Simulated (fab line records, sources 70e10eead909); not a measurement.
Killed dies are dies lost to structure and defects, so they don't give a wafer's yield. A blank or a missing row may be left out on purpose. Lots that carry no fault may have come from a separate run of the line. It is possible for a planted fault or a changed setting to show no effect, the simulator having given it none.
A lot that was struck, set against a sound lot -- flow nand_harc -- 11 out of 1302 route steps
Sound: these wafers, L986.1, L986.4, L986.5. Wafers L977.1, L977.6 were the ones struck. The cause is given at the end.
Each step with rows lists, per side, the tool, then ch with its chambers, then its first start. Under that, the readings that differ: sound wafers -- struck wafers -- difference of the means -- sigmas: that difference in standard deviations of wafers without a fault.
alike: readings whose means differ by less than 2 such deviations, and words and numbers that are the same on both sides. not compared: withheld readings, readings that some wafer has no value for, bounds like >300 that may hide the same value, and numbers for which the record gives no deviation and whose values overlap.
Wherever a step has rows on one side only, a row that says differs or no value, or a row with sigmas, the two part there. Numbers that have no deviation but don't overlap get no sigmas and don't part them. A reading that every wafer of one side lacks parts them only if that side has two wafers or more.

NHARC_P_START_INSPECT_01:
  sound on defect_inspect-02 at day 8 22:02; struck on defect_inspect-02 at day 5 04:02
  alike: raw_defect_count
then, 7 steps without rows for these wafers: NHARC_P_ZERO_WELL_PRECLEAN_00 (cleans in SPM, time 600 s); NHARC_P_ZERO_WELL_SRD_01; NHARC_P_ZERO_WELL_PECVD_02 (deposits SiO2, target thk 10 nm); NHARC_P_ZERO_WELL_DEHYDRATE_03 (time 120 s); NHARC_P_ZERO_WELL_HMDS_04 (time 30 s); NHARC_P_ZERO_WELL_COAT_64 (time 65 s); NHARC_P_ZERO_WELL_COAT_05 (resist thk 600 nm).
NHARC_P_ZERO_WELL_SOFTBAKE_06: time 70 s.
  sound on litho_track-03 ch 0, day 8 22:00; struck on litho_track-05 ch 0, day 5 04:00
reading,sound,struck,difference,sigmas
heater_power_total_W (W),201.2 200.4 202.0,225.2 223.1,+22.9,+18
following that, these wafers have no rows for 1 step: NHARC_P_ZERO_WELL_EBR_07.
-- the record jumps here: 23 days lie between the struck wafers' starts before and after (it left off in module P_ZERO_WELL and takes up again in module END, whose first step shown is number 1302 of the route) --
NHARC_END_SORT_01:
  only the struck wafers appear in the record here, on prober-01 ch 0 at day 27 22:41; the sound ones have no rows

WHERE THEY PART
First at NHARC_P_ZERO_WELL_SOFTBAKE_06; last, within this record, at NHARC_END_SORT_01.

WHY: what the simulator had put in
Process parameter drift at NHARC_P_ZERO_WELL_SOFTBAKE_06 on litho_track-05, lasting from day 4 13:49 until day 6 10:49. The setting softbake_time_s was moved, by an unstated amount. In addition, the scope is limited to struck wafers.
